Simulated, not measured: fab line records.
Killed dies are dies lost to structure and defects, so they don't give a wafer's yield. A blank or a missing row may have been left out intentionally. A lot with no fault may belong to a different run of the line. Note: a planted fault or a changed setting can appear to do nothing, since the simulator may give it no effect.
fab line records	flow n5Finfet	part 2 of 2: steps 26 to 31 of 31
record: lots: 5	wafers: 15	lastDay: 15
route steps=1938 shown GATE_CUT@504 MOL_CONTACT_COAG@517
lots that met no fault: from a run of the same line without faults
startH: start of the lot's first displayed wafer, in hours after the record's first day	waitH: hours from the lot's prior step to this one	" identical to the entry in the row above	L1.1+2: one row covering several wafers at once	- no value present, or no start provided	* or withheld: withheld	< > ~ a bound
route shown NAME@n: names a module that has steps shown in the file, with the first one's number in the route	usual: the fault-free wafers' mean and standard deviation	same: alike in all rows	chamber/n: place in a boat	sites: each site's reading	_std_site: standard deviation across them	_edge_site: outer sites' mean less inner sites'	radiusMm: for every site, how far away it sits from the centre of the wafer	mask NAME#n: copy n	behind: tool/chamber where the wafer was last shaped	hold: cause of the lot's hold/its duration in hours/its outcome	device: the n, p or np transistor that did not switch	end of line: the same wafers' tests at the end of the route	step lacking rows: just its recipe	killed: dies lost to structure and defects at the first sort, not the wafer's yield	map: per-die view of a wafer (x killed, . not killed, _ where there is no die)
set.NAME: setting as actually run; set.NAME@STEP: the setting as run at that earlier step	model.NAME: the simulator's own value behind a step, which no gauge read
lots at selected steps of the route; one table per step, one row per wafer
services: when a tool's chamber went out of use (startH, in hours from the record's first day, below 0 if earlier), for how many hours, and the reason
== steps ==
step: N5_MOL_CONTACT_COAG_ETCH_59
recipe: chemistry: N2/H2	target: underlayer	targetDepthA: 130	maskMaterial: CAR-EUV	timeS: 10.4	ionEnergyEv: 200	pressureMtorr: 30	sourceW: 840	biasW: 150	n2FlowSccm: 200	h2FlowSccm: 200	ends: cleared
usual: drypumpMotorCurrentA: 5.8/0.45	etchRfOnTimeS: 10.30/0.27	oesProductAu: 0.70/0.079	rfFwdPowerW: 819.5/2.7	rfVppV: 524.0/2.4	showerheadPlenumPTorr: 2.54/0.085	throttleValvePct: 17.84/0.29
lot.wafer	tool	chamber	startH	waitH	drypumpMotorCurrentA	etchRfOnTimeS	oesProductAu	rfFwdPowerW	rfHoursCounterH	rfVppV	showerheadPlenumPTorr	throttleValvePct
L074.1	rieDiel-03	3	87.18	0.0	5.6	10.43	0.74	818.6	66	527.9	2.70	17.88
L074.3	"	2	"	"	5.9	9.99	0.82	821.7	3	522.4	2.49	17.63
L074.6	"	0	"	"	5.5	10.59	0.59	820.1	-	519.0	2.41	17.83
L078.1	rieDiel-03	3	113.48	0.0	5.6	10.28	0.73	819.1	76	528.4	2.69	17.91
L078.4	"	1	"	"	6.7	10.05	0.84	818.8	6	523.5	2.49	17.58
L078.6	"	1	"	"	6.8	9.98	0.85	815.7	-	521.3	2.49	17.59
L081.1	rieDiel-05	3	130.05	0.0	5.6	10.26	0.63	814.0	173	523.8	2.54	17.94
L081.5	"	2	"	"	6.2	10.65	0.59	825.9	-	526.4	2.64	18.13
L081.6	"	3	"	"	5.6	10.37	0.63	815.2	-	523.6	2.54	17.94
L084.2	rieDiel-03	2	152.20	0.0	5.9	10.01	0.78	820.3	22	522.8	2.48	17.67
L084.3	"	0	"	"	5.5	10.57	0.58	814.5	238	519.4	2.40	17.83
L084.4	"	3	"	"	5.6	10.34	0.72	824.9	84	528.8	2.69	17.92
L090.1	rieDiel-05	2	186.99	0.0	6.2	10.83	0.58	817.5	228	525.0	2.63	18.16
L090.2	"	0	"	"	5.5	10.68	0.68	823.9	69	528.3	2.67	17.39
L090.5	"	1	"	"	5.5	10.40	0.62	820.7	-	524.2	2.51	18.20
step: N5_MOL_CONTACT_COAG_ETCH_105
recipe: chemistry: CF4	target: SiARC	targetDepthA: 156	maskMaterial: CAR-EUV	timeS: 26	ionEnergyEv: 80	pressureMtorr: 40	sourceW: 545	biasW: 36	Ar_flow_sccm: 100	cf4FlowSccm: 100	ends: cleared
usual: drypumpMotorCurrentA: 5.8/0.45	etchRfOnTimeS: 25.8/0.58	oesProductAu: 0.70/0.078	rfFwdPowerW: 532.4/2.1	rfVppV: 184.0/1.1	showerheadPlenumPTorr: 2.14/0.063	throttleValvePct: 15.58/0.26
lot.wafer	tool	chamber	startH	waitH	drypumpMotorCurrentA	etchRfOnTimeS	oesProductAu	rfFwdPowerW	rfHoursCounterH	rfVppV	showerheadPlenumPTorr	throttleValvePct
L074.1	rieDiel-03	3	87.20	0.0	5.7	25.7	0.73	530.5	66	185.2	2.26	15.54
L074.3	"	2	"	"	6.0	25.1	0.83	531.6	3	183.5	2.10	15.41
L074.6	"	0	"	"	5.5	26.1	0.59	537.7	-	182.9	2.03	15.51
L078.1	rieDiel-03	3	113.49	0.0	5.6	25.9	0.73	531.6	76	185.3	2.25	15.58
L078.4	"	1	"	"	6.7	25.2	0.85	533.7	6	183.0	2.11	15.41
L078.6	"	1	"	"	6.7	25.2	0.84	534.7	-	183.5	2.11	15.41
L081.1	rieDiel-05	3	130.07	0.0	5.6	25.5	0.64	533.0	173	184.4	2.14	15.70
L081.5	"	2	"	"	6.2	27.1	0.59	529.7	-	184.2	2.19	15.73
L081.6	"	3	"	"	5.6	25.6	0.63	531.8	-	182.7	2.14	15.71
L084.2	rieDiel-03	2	152.22	0.0	5.9	25.6	0.77	534.3	22	183.1	2.10	15.44
L084.3	"	0	"	"	5.5	26.5	0.58	536.3	238	183.5	2.03	15.53
L084.4	"	3	"	"	5.6	25.7	0.72	533.0	84	185.2	2.25	15.59
L090.1	rieDiel-05	2	187.01	0.0	6.2	26.4	0.58	528.3	228	185.0	2.18	15.77
L090.2	"	0	"	"	5.5	26.4	0.69	531.1	69	185.2	2.24	15.16
L090.5	"	1	"	"	5.5	26.0	0.63	532.1	-	184.2	2.14	16.13
step: N5_MOL_CONTACT_COAG_ETCH_106
recipe: chemistry: N2/H2	target: SOC	targetDepthA: 800	overetchA: 160	maskMaterial: SiARC	tempC: 40	timeS: 120	ionEnergyEv: 200	pressureMtorr: 30	sourceW: 840	biasW: 150	n2FlowSccm: 200	h2FlowSccm: 200
usual: drypumpMotorCurrentA: 5.8/0.45	oesProductAu: 0.73/0.075	rfFwdPowerW: 835.7/2.9	rfVppV: 523.8/2.3	showerheadPlenumPTorr: 2.54/0.085	throttleValvePct: 17.81/0.29
lot.wafer	tool	chamber	startH	waitH	drypumpMotorCurrentA	oesProductAu	rfFwdPowerW	rfHoursCounterH	rfVppV	showerheadPlenumPTorr	throttleValvePct
L074.1	rieDiel-03	3	87.23	0.0	5.6	0.77	833.9	66	528.7	2.70	17.87
L074.3	"	2	"	"	5.9	0.85	836.0	3	523.5	2.49	17.61
L074.6	"	0	"	"	5.5	0.63	842.9	-	519.4	2.41	17.79
L078.1	rieDiel-03	3	113.52	0.0	5.7	0.76	836.3	76	527.3	2.69	17.88
L078.4	"	1	"	"	6.8	0.86	836.6	6	524.2	2.49	17.57
L078.6	"	1	"	"	6.8	0.86	837.0	-	521.0	2.49	17.56
L081.1	rieDiel-05	3	130.10	0.0	5.6	0.66	835.0	173	524.1	2.54	17.92
L081.5	"	2	"	"	6.2	0.63	836.7	-	526.8	2.64	18.07
L081.6	"	3	"	"	5.6	0.67	836.3	-	523.7	2.54	17.94
L084.2	rieDiel-03	2	152.25	0.0	5.9	0.81	830.4	22	522.8	2.48	17.62
L084.3	"	0	"	"	5.5	0.62	838.3	238	520.1	2.40	17.83
L084.4	"	3	"	"	5.7	0.75	835.9	84	526.9	2.69	17.89
L090.1	rieDiel-05	2	187.04	0.0	6.2	0.62	833.4	228	526.2	2.63	18.15
L090.2	"	0	"	"	5.6	0.72	835.6	69	528.0	2.67	17.37
L090.5	"	1	"	"	5.5	0.65	837.9	-	522.7	2.51	18.18
step: N5_MOL_CONTACT_COAG_STRIP_107
recipe: chemistry: N2/H2	tempC: 40	n2FlowSccm: 200	h2FlowSccm: 200	rfFrequencyHz: 6e+07
lot.wafer	tool	chamber	startH	waitH
L074.1+3+6	rieDiel-03	3,2,0	87.31	0.0
L078.1+4+6	rieDiel-03	3,1,1	113.60	0.0
L081.1+5+6	rieDiel-05	3,2,3	130.18	0.0
L084.2+3+4	rieDiel-03	2,0,3	152.33	0.0
L090.1+2+5	rieDiel-05	2,0,1	187.12	0.0
step: N5_MOL_CONTACT_COAG_STRIP_108
recipe: chemistry: N2/H2	tempC: 40	n2FlowSccm: 200	h2FlowSccm: 200	rfFrequencyHz: 6e+07
lot.wafer	tool	chamber	startH	waitH
L074.1+3+6	rieDiel-03	3,2,0	87.32	0.0
L078.1+4+6	rieDiel-03	3,1,1	113.61	0.0
L081.1+5+6	rieDiel-05	3,2,3	130.19	0.0
L084.2+3+4	rieDiel-03	2,0,3	152.34	0.0
L090.1+2+5	rieDiel-05	2,0,1	187.13	0.0
step: N5_MOL_CONTACT_COAG_CONTACT_ETCH_14
recipe: chemistry: C4F6/O2	target: SiO2	targetDepthA: 275	overetchA: 85	maskMaterial: SOC	pressureMtorr: 30	sourceW: 370	biasW: 185	Ar_flow_sccm: 300	C4F6_flow_sccm: 16	O2_flow_sccm: 10	timeS: 20	ionEnergyEv: 259.6
usual: drypumpMotorCurrentA: 5.8/0.45	oesProductAu: 0.69/0.071	rfFwdPowerW: 364.0/1.7	rfVppV: 692/3.2	showerheadPlenumPTorr: 2.87/0.086	throttleValvePct: 21.23/0.27
lot.wafer	tool	chamber	startH	waitH	drypumpMotorCurrentA	oesProductAu	rfFwdPowerW	rfHoursCounterH	rfVppV	showerheadPlenumPTorr	throttleValvePct
L074.1	rieDiel-03	3	87.33	0.0	5.6	0.73	363.5	66	697	3.03	21.23
L074.3	"	2	"	"	5.9	0.81	361.5	3	691	2.83	21.14
L074.6	"	0	"	"	5.5	0.59	365.9	-	688	2.74	21.09
L078.1	rieDiel-03	3	113.62	0.0	5.6	0.72	364.8	76	700	3.03	21.23
L078.4	"	1	"	"	6.8	0.83	363.7	6	693	2.81	21.00
L078.6	"	1	"	"	6.8	0.82	364.4	-	691	2.81	20.97
L081.1	rieDiel-05	3	130.20	0.0	5.6	0.63	362.5	173	692	2.89	21.46
L081.5	"	2	"	"	6.1	0.60	364.4	-	695	2.96	21.37
L081.6	"	3	"	"	5.6	0.63	363.7	-	694	2.90	21.47
L084.2	rieDiel-03	2	152.35	0.0	5.9	0.75	362.9	22	691	2.82	21.17
L084.3	"	0	"	"	5.5	0.59	366.8	238	686	2.73	21.12
L084.4	"	3	"	"	5.6	0.71	364.3	84	697	3.02	21.26
L090.1	rieDiel-05	2	187.14	0.0	6.2	0.59	362.6	228	695	2.95	21.40
L090.2	"	0	"	"	5.5	0.70	363.3	69	698	3.00	20.77
L090.5	"	1	"	"	5.5	0.62	364.7	-	693	2.87	21.78
== services ==
tool	chamber	startH	hours	kind
euvScanner-02	-	60.94	0.4	repair
aldSin-01	3	63.34	11.1	repair
cmp-04	-	64.14	1.5	repair
euvScanner-02	-	65.09	1.0	pm
cmp-01	-	77.15	2.2	repair
rieDiel-05	0	77.23	7.1	repair
euvScanner-02	-	81.86	4.6	pm
plasmaAsher-01	-	84.38	1.2	repair
aldSin-03	-	85.54	14.0	pm
plasmaAsher-01	-	88.71	1.4	repair
euvScanner-02	-	97.24	1.7	repair
wetBench-02	-	101.00	2.9	repair
euvScanner-02	-	106.18	0.5	repair
euvScanner-02	-	114.96	0.2	repair
euvScanner-02	-	121.24	1.0	pm
rieDiel-05	0	122.16	10.0	repair
rieDiel-03	-	128.90	15.6	pm
cmp-01	-	135.13	4.9	pm
cmp-01	-	148.55	0.2	repair
cmp-04	-	158.74	3.8	repair
euvScanner-02	-	167.52	0.1	repair
rieDiel-03	0	168.28	7.7	repair
cmp-02	-	178.01	4.0	pm
aldSin-03	-	183.57	6.1	pm
